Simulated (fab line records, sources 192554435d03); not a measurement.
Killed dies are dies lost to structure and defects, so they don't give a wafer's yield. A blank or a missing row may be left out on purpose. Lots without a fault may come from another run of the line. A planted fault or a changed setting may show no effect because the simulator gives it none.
Which tool did it? | flow n5_finfet | 9 lots, 27 wafers sampled, at 6 steps of a route of 1938

WHAT THE GAUGES READ, wafer by wafer
N5_STI_FIN_REVEAL_INSPECT_13: inspects for defects (darkfield).
lot  | measured    | on                | raw_defect_count
L701 | day 2 14:37 | defect_inspect-02 | 17 8 7
L702 | day 2 20:32 | defect_inspect-01 | 15 3 9
L703 | day 3 02:06 | defect_inspect-02 | 17 7 22
L707 | day 4 02:55 | defect_inspect-02 | 12 11 9
L713 | day 5 15:28 | defect_inspect-01 | 758 664 748
L716 | day 6 07:09 | defect_inspect-02 | 727 726 715
L718 | day 6 18:49 | defect_inspect-02 | 26 6 14
L720 | day 7 09:50 | defect_inspect-02 | 17 11 13
L723 | day 8 04:49 | defect_inspect-01 | 5 8 12

N5_DUMMY_GATE_THK_MEAS_05.
lot  | measured    | on            | thk_nm (nm)
L701 | day 2 18:47 | film_metro-01 | 72.5 73.3 72.0
L702 | day 3 00:42 | film_metro-02 | 70.9 70.8 70.8
L703 | day 3 06:51 | film_metro-01 | 71.7 72.2 70.9
L707 | day 4 08:55 | film_metro-01 | 73.5 72.6 73.3
L713 | day 5 19:39 | film_metro-01 | 71.7 72.1 70.6
L716 | day 6 11:20 | film_metro-01 | 71.7 72.0 71.9
L718 | day 6 23:29 | film_metro-02 | 72.2 71.7 72.5
L720 | day 7 14:01 | film_metro-02 | 71.4 71.8 72.9
L723 | day 8 10:59 | film_metro-01 | 71.2 73.2 72.3

N5_BEOL_M4_RC_MEAS_101.
lot  | measured     | on        | DIBL_N (mV/V)  | DIBL_P (mV/V)  | IOFF_N (nA/um)    | IOFF_P (nA/um) | ION_N (uA/um) | ION_P (uA/um) | SS_N (mV/dec)  | SS_P (mV/dec)  | VT_N (mV)   | VT_P (mV)
L701 | day 7 18:44  | prober-02 | 37.2 35.0 35.2 | 39.2 38.2 36.6 | 0.199 0.160 0.161 | 0.27 0.24 0.22 | 681 672 684   | 469 465 467   | 72.2 71.1 71.0 | 74.2 73.9 73.7 | 247 248 248 | -244 -246 -247
L702 | day 7 23:58  | prober-01 | 34.0 35.2 34.4 | 32.5 34.1 34.2 | 0.114 0.133 0.126 | 0.16 0.18 0.18 | 661 670 659   | 457 464 452   | 70.3 70.6 71.3 | 72.7 73.5 73.0 | 255 253 255 | -255 -251 -250
L703 | day 8 11:07  | prober-01 | 38.6 34.7 34.8 | 38.5 32.9 34.2 | 0.217 0.139 0.144 | 0.30 0.21 0.22 | 674 671 673   | 468 463 460   | 72.4 71.0 71.6 | 74.4 72.9 73.5 | 248 251 251 | -244 -249 -248
L707 | day 9 08:35  | prober-02 | 35.7 35.7 35.1 | 36.7 36.7 36.3 | 0.162 0.163 0.152 | 0.23 0.23 0.22 | 680 678 678   | 468 467 467   | 71.3 71.4 71.0 | 72.6 72.1 73.0 | 247 247 249 | -247 -248 -247
L713 | day 11 00:10 | prober-02 | 35.2 34.1 35.6 | 34.3 33.3 35.7 | 0.139 0.125 0.146 | 0.16 0.15 0.17 | 649 659 653   | 445 449 445   | 71.2 70.1 71.2 | 73.1 73.0 73.2 | 252 251 254 | -256 -256 -256
L716 | day 11 16:05 | prober-01 | 35.6 35.8 37.4 | 34.7 35.1 37.0 | 0.137 0.145 0.172 | 0.17 0.18 0.21 | 675 665 670   | 451 456 454   | 71.7 71.5 71.8 | 73.1 73.2 73.4 | 254 253 250 | -254 -256 -251
L718 | day 12 15:07 | prober-01 | 34.7 33.4 35.4 | 33.2 31.7 35.0 | 0.143 0.122 0.164 | 0.19 0.17 0.21 | 674 666 676   | 463 462 469   | 72.2 71.8 72.1 | 73.0 73.3 73.5 | 252 254 252 | -249 -251 -249
L720 | day 12 11:26 | prober-01 | 35.3 34.3 34.0 | 34.9 33.2 33.3 | 0.143 0.123 0.126 | 0.18 0.17 0.18 | 676 666 667   | 459 457 460   | 71.4 70.4 70.9 | 72.9 72.6 72.6 | 252 254 252 | -253 -254 -252
L723 | day 13 20:10 | prober-01 | 34.3 36.4 35.3 | 34.6 36.6 35.2 | 0.123 0.150 0.124 | 0.18 0.20 0.17 | 663 673 667   | 458 464 456   | 71.2 71.5 71.2 | 72.0 73.5 72.7 | 253 250 253 | -252 -250 -251

WHICH TOOL RAN EACH LOT (tool, then ch and the chambers of the sampled wafers, then the start)
lot  | N5_FIN_CUT_ETCH_21                | N5_STI_FIN_REVEAL_PRECLEAN_29      | N5_STI_FIN_REVEAL_OXIDATION_31
L701 | rie_diel-02 ch 0,2,3, day 2 04:38 | wet_bench-01 ch 4,5,7, day 2 11:25 | plasma_asher-02 ch 0,1, day 2 13:38
L702 | rie_diel-04 ch 0,1,2, day 2 09:30 | wet_bench-05 ch 2,3,5, day 2 17:31 | plasma_asher-01 ch 0,1, day 2 19:52
L703 | rie_diel-04 ch 0,1,3, day 2 15:35 | wet_bench-01 ch 1,4,5, day 2 23:16 | plasma_asher-01 ch 0,1, day 3 01:28
L707 | rie_diel-02 ch 1,2,3, day 3 17:06 | wet_bench-05 ch 0,4,6, day 4 00:04 | plasma_asher-02 ch 0,1, day 4 02:19
L713 | rie_diel-04 ch 0,1,2, day 5 05:56 | wet_bench-05 ch 1,5,7, day 5 12:37 | plasma_asher-02 ch 1, day 5 14:50
L716 | rie_diel-02 ch 1,2, day 5 21:35   | wet_bench-05 ch 4,6,7, day 6 04:17 | plasma_asher-01 ch 0,1, day 6 06:29
L718 | rie_diel-04 ch 1,2, day 6 08:49   | wet_bench-01 ch 0,1,7, day 6 15:59 | plasma_asher-02 ch 0,1, day 6 18:11
L720 | rie_diel-02 ch 0,3, day 6 22:32   | wet_bench-01 ch 0,1,7, day 7 06:31 | plasma_asher-02 ch 0,1, day 7 08:44
L723 | rie_diel-04 ch 1,2, day 7 18:09   | wet_bench-01 ch 2,3,4, day 8 01:58 | plasma_asher-02 ch 0,1, day 8 04:10
- N5_FIN_CUT_ETCH_21: etches SOC in N2/H2, target depth 219 nm, overetch 43.8 nm, time 523.5 s.
- N5_STI_FIN_REVEAL_PRECLEAN_29: cleans in DHF, time 30 s.
- N5_STI_FIN_REVEAL_OXIDATION_31: chemistry O2 PLASMA REMOTE, time 20 s.

WHAT THE TOOLS THEMSELVES READ (means of the sampled wafers that have a number; where no wafer has one, the mark that the record gives instead)
N5_FIN_CUT_ETCH_21.
lot  | tool        | bias_w (W) | drypump_motor_current_A (A) | oes_product_au (a.u.) | rf_vpp_V (V) | showerhead_plenum_p_Torr (Torr) | throttle_valve_pct (%)
L701 | rie_diel-02 | 61.08      | 5.7                         | 0.67                  | 241.1        | 2.56                            | 17.76
L702 | rie_diel-04 | 60.94      | 5.8                         | 0.69                  | 240.1        | 2.57                            | 17.88
L703 | rie_diel-04 | 60.97      | 5.9                         | 0.71                  | 240.9        | 2.58                            | 17.88
L707 | rie_diel-02 | 61.15      | 5.7                         | 0.67                  | 239.9        | 2.49                            | 17.54
L713 | rie_diel-04 | 61.16      | 5.8                         | 0.67                  | 241.3        | 2.57                            | 17.91
L716 | rie_diel-02 | 60.98      | 5.3                         | 0.66                  | 239.9        | 2.44                            | 17.52
L718 | rie_diel-04 | 61.06      | 5.8                         | 0.66                  | 240.9        | 2.55                            | 17.91
L720 | rie_diel-02 | 61.11      | 5.9                         | 0.68                  | 241.4        | 2.57                            | 17.94
L723 | rie_diel-04 | 61.13      | 6.0                         | 0.68                  | 241.6        | 2.60                            | 17.83

N5_STI_FIN_REVEAL_OXIDATION_31.
lot  | tool            | drypump_motor_current_A (A) | heater_power_w (W)
L701 | plasma_asher-02 | 5.8                         | 139
L702 | plasma_asher-01 | 5.0                         | 147
L703 | plasma_asher-01 | 5.0                         | 147
L707 | plasma_asher-02 | 5.8                         | 140
L713 | plasma_asher-02 | 6.0                         | 98
L716 | plasma_asher-01 | 4.8                         | 156
L718 | plasma_asher-02 | 5.8                         | 137
L720 | plasma_asher-02 | 5.9                         | 119
L723 | plasma_asher-02 | 5.9                         | 120

THE ANSWER, worked out from the rows above alone
Rule: what is usual is taken from the lots themselves. Put in order of their means at a reading, lots are off if they are a third of the lots or fewer, leave a main group of 4 or more, and stand apart from it by a gap of 3 or more times the standard deviation of the main group's means; of several such gaps the widest counts. A main group whose means are all the same, to the digits that the tables above print for the reading, isn't used. A lot without any number at a reading at which 4 lots or more have one is off too. The other lots that the step has rows for count as sound. The gauges are gone through in route order, then the tools' own readings, and for those a lot's mean is taken as printed above. The first step at which some lot is off is used, and at that step the reading that is off furthest; a lot without a number counts as furthest.
Off: L713, L716, at N5_STI_FIN_REVEAL_INSPECT_13 (raw_defect_count). The main group: mean 12, standard deviation 2.7.
A tool fits if, at a process step before that reading, it ran every lot that is off, and no sound lot after the first of them. The gauges at N5_STI_FIN_REVEAL_INSPECT_13 are tried like those tools. One fits: wet_bench-05 at N5_STI_FIN_REVEAL_PRECLEAN_29. Its last sound lot is L707 (day 4 00:04), its first lot that is off L713 (day 5 12:37): a fault that began between those two fits.

WHAT THE SIMULATOR HAD PUT IN
Chamber particle source: wet_bench-05, from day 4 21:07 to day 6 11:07, at N5_STI_FIN_REVEAL_PRECLEAN_29. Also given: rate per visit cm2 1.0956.
Lots struck among those shown: L713, L716. The rule above found the same.
